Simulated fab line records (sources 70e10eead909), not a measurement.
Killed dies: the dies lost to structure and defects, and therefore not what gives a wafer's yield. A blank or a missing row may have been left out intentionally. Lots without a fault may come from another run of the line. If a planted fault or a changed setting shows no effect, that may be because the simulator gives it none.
Matching of chambers | flow nand-harc | cmp-01 running NHARC_P_CONTACT_CMP_01: 4 sister chambers
The step polishes SiO2, target thk 200 nm. 18 wafers are shown with their chamber, then 9 later ones without.

== EACH WAFER AND ITS CHAMBER ==
wafer  | chamber | motor-current-A (A)
L074.1 | 2       | 12.1
L074.3 | 1       | 11.1
L074.6 | 3       | 11.9
L080.1 | 1       | 11.1
L080.3 | 0       | 10.1
L080.6 | 1       | 10.9
L080.2 | 3       | 11.7
L080.4 | 2       | 12.4
L080.5 | 0       | 10.7
L086.1 | 1       | 11.2
L086.5 | 3       | 11.0
L086.6 | 2       | 12.5
L089.3 | 0       | 10.9
L089.5 | 0       | 10.6
L089.6 | 1       | 11.2
L093.1 | 1       | 10.8
L093.3 | 2       | 12.0
L093.6 | 1       | 10.9

SIGNATURES (means of the wafers above)
reading         | chamber 0 | chamber 1 | chamber 2 | chamber 3 | scatter within a chamber
motor-current-A | 10.575    | 11.029    | 12.250    | 11.533    | 0.283
Rule: for a wafer and a chamber, the distance is found by dividing, reading by reading, the gap between the wafer's reading and the chamber's mean by the reading's scatter, squaring, summing and taking the root. If the next closest chamber is less than 2 further off than the closest, the wafer can't be placed; otherwise it belongs to the closest. The scatter is the square root of a quotient: the sum, over the shown wafers, of each reading's squared deviation from its chamber's mean, divided by wafers minus chambers.

== WAFERS MISSING THEIR CHAMBER ==
wafer  | motor-current-A (A)
L096.1 | 12.2
L096.2 | 11.0
L096.3 | 10.5
L097.2 | 10.0
L097.4 | 11.8
L097.6 | 11.2
L097.1 | 12.1
L097.3 | 10.4
L097.5 | 10.3

== WHICH CHAMBER EACH WENT THROUGH ==
wafer  | from the rows above          | in truth
L096.1 | 2                            | 2
L096.2 | can't be placed: 1 or 0 or 3 | 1
L096.3 | can't be placed: 0 or 1      | 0
L097.2 | can't be placed: 0 or 1      | 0
L097.4 | can't be placed: 3 or 2 or 1 | 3
L097.6 | can't be placed: 1 or 3 or 0 | 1
L097.1 | can't be placed: 2 or 3      | 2
L097.3 | can't be placed: 0 or 1      | 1
L097.5 | can't be placed: 0 or 1      | 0
Correct placement for 1 of the 9. Cannot be placed on the basis of these rows: 8; the candidates contain the true chamber in 8. Wrongly placed: 0.
